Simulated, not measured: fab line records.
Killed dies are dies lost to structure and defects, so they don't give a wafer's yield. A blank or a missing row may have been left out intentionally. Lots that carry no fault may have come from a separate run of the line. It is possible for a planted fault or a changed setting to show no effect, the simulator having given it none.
Lot-split experiment -- flow n5-finfet -- on a route of 1938 steps: 7 lots, 21 wafers read

== THE SPLIT ==
At N5_SPACER0_ALD_00 (deposits SiOCN, target thk 3.5 nm, pulse time 3 s, purge time 2 s), the setting ald-cycles was moved away from the recipe's 58 on 7 of the 21 wafers read, by -13.8% to +10.3%. This setting was run at the recipe's value on the other wafers.

The reading is taken at the split's own step.

== THE READING ==
SiOCN_of_SPACER0_ALD_00.thk-nm (the simulator's own value, which no gauge read), in nm, at N5_SPACER0_ALD_00 (deposits SiOCN, target thk 3.5 nm, pulse time 3 s, purge time 2 s). The file gives no usual value for it. Average 3.5 nm, standard deviation 0.1 nm, over the 14 wafers here run with the recipe.

wafer,"tool, chamber at the split",ald-cycles as run,against the recipe,"SiOCN_of_SPACER0_ALD_00.thk-nm, nm",against lot-mates on the recipe
L081.2,"ald-sin-03, 0,3",58,recipe,3.4,-
L081.5,"ald-sin-03, 0,3",58,recipe,3.4,-
L081.6,"ald-sin-03, 2",64,+10.3%,3.8,+0.4
L083.2,"ald-sin-01, 1,2",58,recipe,3.6,-
L083.4,"ald-sin-01, 1,2",58,recipe,3.6,-
L083.5,"ald-sin-01, 3",54,-6.9%,3.2,-0.4
L085.1,"ald-sin-03, 0",58,recipe,3.4,-
L085.2,"ald-sin-03, 2,3",50,-13.8%,3,-0.4
L085.6,"ald-sin-03, 2,3",50,-13.8%,3,-0.4
L086.3,"ald-sin-03, 1",58,recipe,3.6,-
L086.5,"ald-sin-03, 0",62,+6.9%,3.8,+0.3
L086.6,"ald-sin-03, 1",58,recipe,3.4,-
L089.3,"ald-sin-03, 3",58,recipe,3.6,-
L089.5,"ald-sin-03, 1",58,recipe,3.4,-
L089.6,"ald-sin-03, 2",51,-12.1%,3,-0.5
L090.2,"ald-sin-01, 2",51,-12.1%,3,-0.5
L090.4,"ald-sin-01, 1",58,recipe,3.4,-
L090.6,"ald-sin-01, 1",58,recipe,3.6,-
L096.2,"ald-sin-02, 3,2",58,recipe,3.6,-
L096.5,"ald-sin-02, 3,2",58,recipe,3.6,-
L096.3,"ald-sin-02, 2",58,recipe,3.4,-
Rows listing several chambers each stand for several wafers; the file does not say which wafer went through which chamber.

FIT RESULTS
A straight line over all 21 wafers: SiOCN_of_SPACER0_ALD_00.thk-nm changes by +0.0375 nm for each +1% of ald-cycles; r = +0.94; the points scatter about the line by 0.09 nm.
The same after taking each lot's own level away (the mean of its wafers on the recipe; 21 wafers): +0.0367 nm for each +1%; r = +0.94; scatter 0.086 nm.
On that fit, the largest move of ald-cycles shifts the reading by 0.51 nm.
The span of the lots' own levels, 3.40 to 3.60 nm, comes to 2.0 times the standard deviation stated above.
So the lot-to-lot level changes the slope little: the two slopes agree.
Check: with one of the wafers moved furthest among these (-13.8%) left out of the fit, the line predicts -0.536 nm for it against its lot-mates. It came out at -0.4 nm against them.

== THESE WAFERS: OTHER SPLITS ==
Other splits were also applied to these wafers ahead of the reading. Each is held against what the fit with the lots' levels taken away leaves over:
other split on the same wafers,wafers away from the commonest value,r with SiOCN_of_SPACER0_ALD_00.thk-nm (lot level and that fit taken away)
N5_WELL_APT_COAT_19 spin-rpm,10,-0.07
N5_FIN_SAQP_SPACER1_ALD_24 ald-cycles,6,+0.08
N5_FIN_CUT_EXPOSE_05 dose-mj,10,-0.14

== FILE'S OWN FIT ==
SiOCN_of_SPACER0_ALD_00.thk-nm changes by +0.0388 nm for each +1% of ald-cycles, r = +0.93.
